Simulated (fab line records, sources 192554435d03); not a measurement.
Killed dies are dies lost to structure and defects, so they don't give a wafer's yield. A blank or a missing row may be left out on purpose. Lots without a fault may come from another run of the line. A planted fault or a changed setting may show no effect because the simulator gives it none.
fab line records | flow n5_finfet
record lots=7 wafers=21
route steps=1938 shown BEOL_M7@1273 BEOL_M8@1368 BEOL_M9@1408 BEOL_M10@1486
start_h: hours from the record's first day to the start of the lot's first wafer shown | wait_h: hours since the lot's step before | " the same as in the row above | L1.1+2: a row that stands for several wafers | - no value, or no start given | * or withheld: withheld | < > ~ a bound
route shown NAME@n: a module of which the file shows steps, and the number in the route of the first | usual: mean/standard deviation of fault-free wafers | same: alike in all rows | chamber/n: place in a boat | sites: the reading at each site | _std_site: their standard deviation | _edge_site: outer sites' mean less inner sites' | radius_mm: how far each site lies from the wafer's centre | mask NAME#n: copy n | behind: the tool/chamber that last shaped the wafer | hold: why the lot was held/for how many hours/how that ended | device: the transistor (n, p or np) that didn't switch | end of line: the same wafers' tests at the end of the route | a step without rows: its recipe alone | killed: dies lost to structure and defects at the first sort, not the wafer's yield | map: a wafer's dies, x killed, . not, _ none there
set.NAME: the setting as run; set.NAME@STEP: as run at that earlier step | model.NAME: the simulator's own value behind a step, which no gauge read
lots whose settings were changed on purpose; a table a step, a row a wafer
## steps
# step N5_BEOL_M7_EXPOSE_08
# recipe mask_id=M7 na=1.35 source_shape=dipole sigma_inner=0.817 sigma_outer=0.97 polarization=te dose_mj=68.25
# columns lot.wafer tool chamber start_h wait_h mask set.dose_mj
L079.2+4 arfi_scanner-02 0 238.48 - M7#0 71.96
L079.5 " 0 " " M7#0 68.25
L083.1+3+5 arfi_scanner-02 0 242.12 - M7#0 71.11
L084.4+5+6 arfi_scanner-03 0 260.60 - M7#0 68.25
L088.4+5 arfi_scanner-03 0 275.60 - M7#0 68.25
L088.6 " 0 " " M7#0 64.22
L093.2+5+6 arfi_scanner-02 0 305.87 - M7#0 68.25
L095.2+4 arfi_scanner-03 0 336.88 - M7#0 72.8
L095.6 " 0 " " M7#0 68.25
L097.1+6 arfi_scanner-01 0 343.72 - M7#0 66.35
L097.4 " 0 " " M7#0 68.25
# step N5_BEOL_M7_PEB_09
# recipe peb_temp_c=withheld peb_time_s=60 resist=CAR-ArF
# step N5_BEOL_M7_DEVELOP_10
# recipe develop_time_s=30 developer=TMAH resist=CAR-ArF rinse_liquid=diw dry=air_spin dev_temp_c=23
# step N5_BEOL_M7_CD_MEAS_11
# recipe target_cd_nm=38.5 landing_energy_ev=500 detector=se_inlens polarity=opening
# usual cd_nm=38.6/0.56
# columns lot.wafer tool chamber start_h wait_h set.dose_mj@BEOL_M7_EXPOSE_08 cd_nm
L079.2 cd_sem-03 0 238.60 - 71.96 40.5
L079.4 " 0 " " 71.96 40.5
L079.5 " 0 " " 68.25 38.5
L083.1 cd_sem-03 0 242.25 - 71.11 40.0
L083.3 " 0 " " 71.11 40.5
L083.5 " 0 " " 71.11 40.3
L084.4 cd_sem-03 0 260.71 - 68.25 38.2
L084.5 " 0 " " 68.25 38.5
L084.6 " 0 " " 68.25 38.7
L088.4 cd_sem-02 0 275.71 - 68.25 38.2
L088.5 " 0 " " 68.25 39.2
L088.6 " 0 " " 64.22 35.1
L093.2 cd_sem-02 0 305.99 - 68.25 38.6
L093.5 " 0 " " 68.25 38.8
L093.6 " 0 " " 68.25 39.1
L095.2 cd_sem-02 0 337.00 - 72.8 41.8
L095.4 " 0 " " 72.8 41.4
L095.6 " 0 " " 68.25 38.2
L097.1 cd_sem-01 0 343.85 - 66.35 38.0
L097.4 " 0 " " 68.25 37.8
L097.6 " 0 " " 66.35 37.3
# step N5_BEOL_M7_DESCUM_16
# recipe chemistry=O2 time_s=7.9 source_power_w=50 bias_power_w=20 pressure_mtorr=20 rf_frequency_hz=2.712e+07 temp_c=40 resist=CAR-ArF o2_flow_sccm=225
# step N5_BEOL_M7_ETCH_61
# recipe chemistry=CF4 target=SiARC target_depth_a=455 mask_material=CAR-ArF time_s=75.8 ion_energy_ev=80 pressure_mtorr=40 source_w=545 bias_w=36 Ar_flow_sccm=100 cf4_flow_sccm=100 ends=cleared
# columns lot.wafer tool chamber start_h wait_h set.dose_mj@BEOL_M7_EXPOSE_08 model.BEOL_M7.cd_offset_nm
L079.2 rie_diel-02 1 238.72 0.0 71.96 2.4
L079.4 " 0 " " 71.96 2
L079.5 " 0 " " 68.25 0
L083.1 rie_diel-02 1 242.37 0.0 71.11 1.6
L083.3 " 2 " " 71.11 2.4
L083.5 " 0 " " 71.11 2
L084.4 rie_diel-05 0 260.84 0.0 68.25 -0.4
L084.5 " 1 " " 68.25 0.8
L084.6 " 0 " " 68.25 0.2
L088.4 rie_diel-04 3 275.90 0.0 68.25 -0.2
L088.5 " 2 " " 68.25 0
L088.6 " 1 " " 64.22 -3.4
L093.2 rie_diel-02 3 306.11 0.0 68.25 0.2
L093.5 " 3 " " 68.25 -0.2
L093.6 " 0 " " 68.25 0.4
L095.2 rie_diel-04 2 337.13 0.0 72.8 3.2
L095.4 " 1 " " 72.8 3
L095.6 " 1 " " 68.25 -0.6
L097.1+6 rie_diel-04 1,0 343.98 0.0 66.35 -1
L097.4 " 2 " " 68.25 -0.6
# step N5_BEOL_M7_ETCH_62
# recipe chemistry=N2/H2 target=SOC target_depth_a=1100 overetch_a=220 mask_material=SiARC temp_c=40 time_s=165 ion_energy_ev=200 pressure_mtorr=30 source_w=840 bias_w=150 n2_flow_sccm=200 h2_flow_sccm=200
# columns lot.wafer tool chamber start_h wait_h set.dose_mj@BEOL_M7_EXPOSE_08 model.BEOL_M7.cd_offset_nm
L079.2 rie_diel-02 1 238.78 0.0 71.96 2.6
L079.4 " 0 " " 71.96 2.2
L079.5 " 0 " " 68.25 0
L083.1 rie_diel-02 1 242.43 0.0 71.11 1.6
L083.3 " 2 " " 71.11 2.4
L083.5 " 0 " " 71.11 2.2
L084.4 rie_diel-05 0 260.90 0.0 68.25 -0.6
L084.5 " 1 " " 68.25 0.8
L084.6 " 0 " " 68.25 0
L088.4 rie_diel-04 3 276.00 0.1 68.25 -0.4
L088.5 " 2 " " 68.25 0.2
L088.6 " 1 " " 64.22 -3.8
L093.2+5 rie_diel-02 3 306.17 0.0 68.25 0
L093.6 " 0 " " 68.25 1
L095.2 rie_diel-04 2 337.18 0.0 72.8 3.2
L095.4 " 1 " " 72.8 2.8
L095.6 " 1 " " 68.25 -1
L097.1 rie_diel-04 1 344.03 0.0 66.35 -1.4
L097.4 " 2 " " 68.25 -0.8
L097.6 " 0 " " 66.35 -0.8
# step N5_BEOL_M7_STRIP_68
# recipe chemistry=N2/H2 temp_c=40 n2_flow_sccm=200 h2_flow_sccm=200 rf_frequency_hz=6e+07
# step N5_BEOL_M7_STRIP_67
# recipe chemistry=CF4 resist=SiARC power_w=300 bias_power_w=75 pressure_mtorr=50 cf4_flow_sccm=150 rf_frequency_hz=6e+07
# step N5_BEOL_M7_HM_OPEN_17
# recipe chemistry=Cl2/BCl3 target_depth_a=200 overetch_a=60 target=TiN mask_material=SOC ion_energy_ev=150 pressure_mtorr=10 icp_w=1000 bias_w=126 Cl2_flow_sccm=53.25 bcl3_flow_sccm=21.75 Ar_flow_sccm=25
# step N5_BEOL_M7_STRIP_19
# recipe chemistry=O2 power_w=400 temp_c=40 pressure_mtorr=30 rf_frequency_hz=6e+07 bias_power_w=0 overash_fraction=0.2 o2_flow_sccm=225
# step N5_BEOL_M7_CD_MEAS_18
# recipe pitch_nm=80 target_cd_nm=40
# usual cd_nm=40.1/0.63
# columns lot.wafer tool chamber start_h wait_h set.dose_mj@BEOL_M7_EXPOSE_08 cd_nm
L079.2 cd_sem-02 - 239.15 0.1 71.96 42.4
L079.4 " - " " 71.96 41.7
L079.5 " - " " 68.25 40.0
L083.1 cd_sem-03 - 242.82 0.0 71.11 42.1
L083.3 " - " " 71.11 42.5
L083.5 " - " " 71.11 42.3
L084.4 cd_sem-02 - 261.27 0.1 68.25 39.4
L084.5 " - " " 68.25 40.9
L084.6 " - " " 68.25 40.1
L088.4 cd_sem-02 - 276.30 0.1 68.25 39.6
L088.5 " - " " 68.25 39.9
L088.6 " - " " 64.22 35.8
L093.2 cd_sem-01 - 306.54 0.1 68.25 40.1
L093.5 " - " " 68.25 40.0
L093.6 " - " " 68.25 41.1
L095.2 cd_sem-02 - 337.55 0.1 72.8 43.1
L095.4 " - " " 72.8 42.9
L095.6 " - " " 68.25 38.7
L097.1 cd_sem-01 - 344.40 0.0 66.35 38.8
L097.4 " - " " 68.25 39.3
L097.6 " - " " 66.35 39.3
# step N5_BEOL_M7_COAT_63
# recipe resist=SOC temp_c=250 time_s=60 spin_rpm=1500 resist_thk_nm=60
# step N5_BEOL_M7_COAT_64
# recipe resist=SiARC temp_c=220 time_s=60 spin_rpm=1500 resist_thk_nm=12
# step N5_BEOL_M7_STRIP_80
# recipe chemistry=N2/H2 time_s=10 power_w=450 temp_c=40 pressure_mtorr=20 rf_frequency_hz=6e+07 bias_power_w=7 n2_flow_sccm=200 h2_flow_sccm=200
# step N5_BEOL_M7_HM_STRIP_39
# recipe chemistry=peroxide_tin_strip material=TiN target_depth_a=250 temp_c=50 time_s=158
# columns lot.wafer tool chamber start_h wait_h set.temp_c@BEOL_M7_PECVD_70 model.SiO2_of_BEOL_M7_PECVD_70.thk_nm
L079.2 wet_bench-02 5 241.68 0.0 400 19.6
L079.4 " 4 " " 394.9 20.6
L079.5 " 2 " " 400 20
L083.1 wet_bench-01 7 244.22 0.0 400 19.8
L083.3 " 3 " " 400 20
L083.5 " 0 " " 400 20.2
L084.4 wet_bench-01 5 262.60 0.0 400 20.4
L084.5 " 7 " " 400 20
L084.6 " 2 " " 400 20.2
L088.4 wet_bench-02 0 280.15 0.0 394.1 21.2
L088.5+6 " 4,6 " " 400 20
L093.2 wet_bench-02 4 309.04 0.0 382.1 22.2
L093.5 " 1 " " 382.1 22.4
L093.6 " 3 " " 382.1 22.6
L095.2 wet_bench-06 4 338.51 0.0 400 19.6
L095.4 " 6 " " 400 19.4
L095.6 " 5 " " 400 20
L097.1 wet_bench-06 1 348.07 0.0 400 19.8
L097.4 " 6 " " 400 19.6
L097.6 " 2 " " 412 18.4
# step N5_BEOL_M7_SRD_40
# recipe time_s=30 temp_c=23 rinse_liquid=diw dry=ipa_marangoni
# step N5_BEOL_M7_PRECLEAN_42
# recipe chemistry=residue_remover time_s=60 temp_c=40
# step N5_BEOL_M7_SRD_43
# recipe time_s=30 temp_c=23 rinse_liquid=diw dry=ipa_marangoni
# step N5_BEOL_M7_CD_MEAS_35
# recipe target_cd_nm=40 polarity=opening
# usual cd_nm=40.2/0.64
# columns lot.wafer tool chamber start_h wait_h set.dose_mj@BEOL_M7_EXPOSE_08 cd_nm
L079.2 cd_sem-01 - 241.80 0.0 71.96 42.4
L079.4 " - " " 71.96 42.3
L079.5 " - " " 68.25 40.2
L083.1 cd_sem-01 - 244.34 0.0 71.11 41.6
L083.3 " - " " 71.11 42.7
L083.5 " - " " 71.11 41.8
L084.4 cd_sem-03 - 262.73 0.0 68.25 39.3
L084.5 " - " " 68.25 41.3
L084.6 " - " " 68.25 40.3
L088.4 cd_sem-03 - 280.28 0.0 68.25 39.5
L088.5 " - " " 68.25 39.9
L088.6 " - " " 64.22 35.9
L093.2 cd_sem-02 - 309.26 0.0 68.25 40.0
L093.5 " - " " 68.25 39.8
L093.6 " - " " 68.25 41.5
L095.2 cd_sem-01 - 338.63 0.0 72.8 43.1
L095.4 " - " " 72.8 42.7
L095.6 " - " " 68.25 39.2
L097.1 cd_sem-02 - 348.19 0.0 66.35 39.1
L097.4 " - " " 68.25 39.5
L097.6 " - " " 66.35 39.7
# step N5_BEOL_M8_DESCUM_33
# recipe chemistry=O2 time_s=7 source_power_w=50 bias_power_w=20 pressure_mtorr=20 rf_frequency_hz=2.712e+07 temp_c=40 resist=CAR-EUV o2_flow_sccm=225
# columns lot.wafer tool chamber start_h wait_h set.time_s model.CAR-EUV_of_BEOL_M8_COAT_22.thk_nm
L079.2 rie_diel-01 1 248.52 0.0 7 26
L079.4+5 " 0 " " 7 26.2
L083.1 rie_diel-03 0 251.98 0.0 7.405 25.6
L083.3+5 " 2,0 " " 7 26
L084.4+5 rie_diel-03 0 268.81 0.0 7 25.8
L084.6 " 3 " " 7 26
L088.4 rie_diel-01 1 287.63 0.0 7 26.4
L088.5+6 " 2,1 " " 8.378 25.6
L093.2 rie_diel-01 1 315.86 0.0 7 26
L093.5+6 " 0,3 " " 6.526 26.2
L095.2+4+6 rie_diel-06 1,0,3 348.09 0.5 7 26
L097.1+4 rie_diel-03 2,3 354.15 0.0 5.593 26.8
L097.6 " 3 " " 7 26.2
# step N5_BEOL_M8_ETCH_72
# recipe chemistry=N2/H2 target=underlayer target_depth_a=65 mask_material=CAR-EUV time_s=5.2 ion_energy_ev=200 pressure_mtorr=30 source_w=840 bias_w=150 n2_flow_sccm=200 h2_flow_sccm=200 ends=cleared
# columns lot.wafer tool chamber start_h wait_h set.h2_flow_sccm set.time_s@BEOL_M8_DESCUM_33 model.CAR-EUV_of_BEOL_M8_COAT_22.thk_nm
L079.2 rie_diel-01 1 248.55 0.0 191.3 7 20.4
L079.4+5 " 0 " " 200 7 20.4
L083.1 rie_diel-03 0 252.01 0.0 188 7.405 19.6
L083.3 " 2 " " 188 7 20.2
L083.5 " 0 " " 200 7 20.2
L084.4 rie_diel-03 0 268.85 0.0 200 7 20.2
L084.5 " 0 " " 200 7 20
L084.6 " 3 " " 200 7 20.4
L088.4 rie_diel-01 1 287.67 0.0 186.1 7 20.6
L088.5 " 2 " " 200 8.378 19.8
L088.6 " 1 " " 186.1 8.378 19.8
L093.2 rie_diel-01 1 315.90 0.0 200 7 20.4
L093.5+6 " 0,3 " " 188.7 6.526 20.4
L095.2 rie_diel-06 1 348.12 0.0 200 7 20.4
L095.4 " 0 " " 200 7 20.2
L095.6 " 3 " " 195 7 20.2
L097.1+4 rie_diel-03 2,3 354.19 0.0 200 5.593 21.2
L097.6 " 3 " " 200 7 20.4
# step N5_BEOL_M8_ETCH_65
# recipe chemistry=CF4 target=SiARC target_depth_a=156 mask_material=CAR-EUV time_s=26 ion_energy_ev=80 pressure_mtorr=40 source_w=545 bias_w=36 Ar_flow_sccm=100 cf4_flow_sccm=100 ends=cleared
# columns lot.wafer tool chamber start_h wait_h set.time_s@BEOL_M8_DESCUM_33 model.CAR-EUV_of_BEOL_M8_COAT_22.thk_nm
L079.2+4+5 rie_diel-01 1,0,0 248.57 0.0 7 11.2
L083.1 rie_diel-03 0 252.03 0.0 7.405 10.6
L083.3+5 " 2,0 " " 7 11
L084.4+5 rie_diel-03 0 268.86 0.0 7 10.8
L084.6 " 3 " " 7 11.2
L088.4 rie_diel-01 1 287.68 0.0 7 11.4
L088.5+6 " 2,1 " " 8.378 10.6
L093.2 rie_diel-01 1 315.91 0.0 7 11.2
L093.5+6 " 0,3 " " 6.526 11.2
L095.2 rie_diel-06 1 348.14 0.0 7 11.2
L095.4+6 " 0,3 " " 7 11
L097.1+4 rie_diel-03 2,3 354.20 0.0 5.593 12
L097.6 " 3 " " 7 11.2
# step N5_BEOL_M9_COAT_05
# recipe resist=CAR-ArF spin_rpm=1500 resist_thk_nm=90
# columns lot.wafer tool chamber start_h wait_h set.spin_rpm model.CAR-ArF_of_BEOL_M9_COAT_05.thk_nm
L079.2 litho_track-02 0 - - 1579 88
L079.4 " 0 " " 1579 88.2
L079.5 " 0 " " 1500 90.2
L083.1+3 litho_track-05 0 - - 1612 86.6
L083.5 " 0 " " 1500 89.8
L084.4 litho_track-05 0 - - 1500 90
L084.5 " 0 " " 1500 90.2
L084.6 " 0 " " 1500 89.8
L088.4+6 litho_track-05 0 - - 1629 86.2
L088.5 " 0 " " 1500 89.8
L093.2 litho_track-05 0 - - 1500 90.2
L093.5 " 0 " " 1581 87.8
L093.6 " 0 " " 1581 87.4
L095.2 litho_track-02 0 - - 1500 90.4
L095.4 " 0 " " 1640 86.6
L095.6 " 0 " " 1640 86.4
L097.1 litho_track-04 0 - - 1500 90.2
L097.4 " 0 " " 1500 90
L097.6 " 0 " " 1439 92.2
# step N5_BEOL_M9_EBR_07
# recipe solvent=PGMEA ebr_width_mm=1.5
# step N5_BEOL_M9_SOFTBAKE_06
# recipe temp_c=110 time_s=60 resist=CAR-ArF
# step N5_BEOL_M9_DESCUM_16
# recipe chemistry=O2 time_s=7.9 source_power_w=50 bias_power_w=20 pressure_mtorr=20 rf_frequency_hz=2.712e+07 temp_c=40 resist=CAR-ArF o2_flow_sccm=225
# columns lot.wafer tool chamber start_h wait_h set.spin_rpm@BEOL_M9_COAT_05 model.CAR-ArF_of_BEOL_M9_COAT_05.thk_nm
L079.2+4 rie_diel-04 0 256.80 0.3 1579 81.6
L079.5 " 2 " " 1500 83.6
L083.1+3 rie_diel-04 2,0 257.09 0.4 1612 80
L083.5 " 2 " " 1500 83.2
L084.4+6 rie_diel-05 0,1 274.57 0.0 1500 83.4
L084.5 " 0 " " 1500 83.6
L088.4+6 rie_diel-05 0,1 295.93 0.3 1629 79.8
L088.5 " 0 " " 1500 83.2
L093.2 rie_diel-04 3 325.80 0.0 1500 83.8
L093.5 " 1 " " 1581 81.2
L093.6 " 2 " " 1581 80.8
L095.2 rie_diel-05 3 355.32 0.1 1500 83.8
L095.4 " 1 " " 1640 80.2
L095.6 " 0 " " 1640 79.8
L097.1+4 rie_diel-04 2,3 361.86 0.2 1500 83.6
L097.6 " 1 " " 1439 85.6
# step N5_BEOL_M10_DESCUM_16
# recipe chemistry=O2 time_s=7.9 source_power_w=50 bias_power_w=20 pressure_mtorr=20 rf_frequency_hz=2.712e+07 temp_c=40 resist=CAR-ArF o2_flow_sccm=225
# columns lot.wafer tool chamber start_h wait_h set.time_s
L079.2+4+5 rie_diel-03 3,0,0 263.57 0.0 7.9
L083.1 rie_diel-06 3 263.73 0.0 8.564
L083.3+5 " 1,3 " " 7.9
L084.4+5+6 rie_diel-01 0,1,2 285.60 0.9 7.9
L088.4+5+6 rie_diel-06 2,2,1 303.99 0.0 7.9
L093.2+5+6 rie_diel-01 0,2,0 333.42 0.0 7.9
L095.2 rie_diel-01 2 364.66 0.0 6.675
L095.4+6 " 3,1 " " 7.9
L097.1 rie_diel-03 1 368.28 0.3 7.9
L097.4+6 " 0,1 " " 7.165
# step N5_BEOL_M10_ETCH_61
# recipe chemistry=CF4 target=SiARC target_depth_a=390 mask_material=CAR-ArF time_s=65 ion_energy_ev=80 pressure_mtorr=40 source_w=545 bias_w=36 Ar_flow_sccm=100 cf4_flow_sccm=100 ends=cleared
# columns lot.wafer tool chamber start_h wait_h set.time_s@BEOL_M10_DESCUM_16 model.CAR-ArF_of_BEOL_M10_COAT_05.thk_nm
L079.2+4 rie_diel-03 3,0 263.61 0.0 7.9 55.4
L079.5 " 0 " " 7.9 55.8
L083.1 rie_diel-06 3 263.77 0.0 8.564 55.2
L083.3 " 1 " " 7.9 55.6
L083.5 " 3 " " 7.9 55.8
L084.4+5 rie_diel-01 0,1 285.64 0.0 7.9 56
L084.6 " 2 " " 7.9 55.8
L088.4+6 rie_diel-06 2,1 304.02 0.0 7.9 55.6
L088.5 " 2 " " 7.9 55.4
L093.2+5 rie_diel-01 0,2 333.46 0.0 7.9 55.4
L093.6 " 0 " " 7.9 55.6
L095.2 rie_diel-01 2 364.70 0.0 6.675 56.6
L095.4 " 3 " " 7.9 55.4
L095.6 " 1 " " 7.9 55.6
L097.1 rie_diel-03 1 368.31 0.0 7.9 55.6
L097.4+6 " 0,1 " " 7.165 56
## key
split step=N5_BEOL_M7_EXPOSE_08 setting=dose_mj stated=68.25 by=wafer
response step=N5_BEOL_M7_CD_MEAS_11 reading=cd_nm change=+0.48 per=1% r=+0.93
response step=N5_BEOL_M7_ETCH_61 reading=model.BEOL_M7.cd_offset_nm change=+0.491 per=1% r=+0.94
response step=N5_BEOL_M7_ETCH_62 reading=model.BEOL_M7.cd_offset_nm change=+0.535 per=1% r=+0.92
response step=N5_BEOL_M7_CD_MEAS_18 reading=cd_nm change=+0.548 per=1% r=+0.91
response step=N5_BEOL_M7_CD_MEAS_35 reading=cd_nm change=+0.503 per=1% r=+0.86
split step=N5_BEOL_M8_DESCUM_33 setting=time_s stated=7 by=wafer
response step=N5_BEOL_M8_DESCUM_33 reading=model.CAR-EUV_of_BEOL_M8_COAT_22.thk_nm change=-0.0361 per=1% r=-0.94
response step=N5_BEOL_M8_ETCH_72 reading=model.CAR-EUV_of_BEOL_M8_COAT_22.thk_nm change=-0.0405 per=1% r=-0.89
response step=N5_BEOL_M8_ETCH_65 reading=model.CAR-EUV_of_BEOL_M8_COAT_22.thk_nm change=-0.0392 per=1% r=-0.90
split step=N5_BEOL_M8_ETCH_72 setting=h2_flow_sccm stated=200 by=wafer
response none clear
split step=N5_BEOL_M9_COAT_05 setting=spin_rpm stated=1500 by=wafer
response step=N5_BEOL_M9_COAT_05 reading=model.CAR-ArF_of_BEOL_M9_COAT_05.thk_nm change=-0.43 per=1% r=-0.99
response step=N5_BEOL_M9_DESCUM_16 reading=model.CAR-ArF_of_BEOL_M9_COAT_05.thk_nm change=-0.422 per=1% r=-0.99
split step=N5_BEOL_M10_DESCUM_16 setting=time_s stated=7.9 by=wafer
response step=N5_BEOL_M10_ETCH_61 reading=model.CAR-ArF_of_BEOL_M10_COAT_05.thk_nm change=-0.0628 per=1% r=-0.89
split outside_this_file step=N5_BEOL_M7_PECVD_70 setting=temp_c
# split outside_this_file: this setting was split too, and the file shows its column; the key of that split is in another file
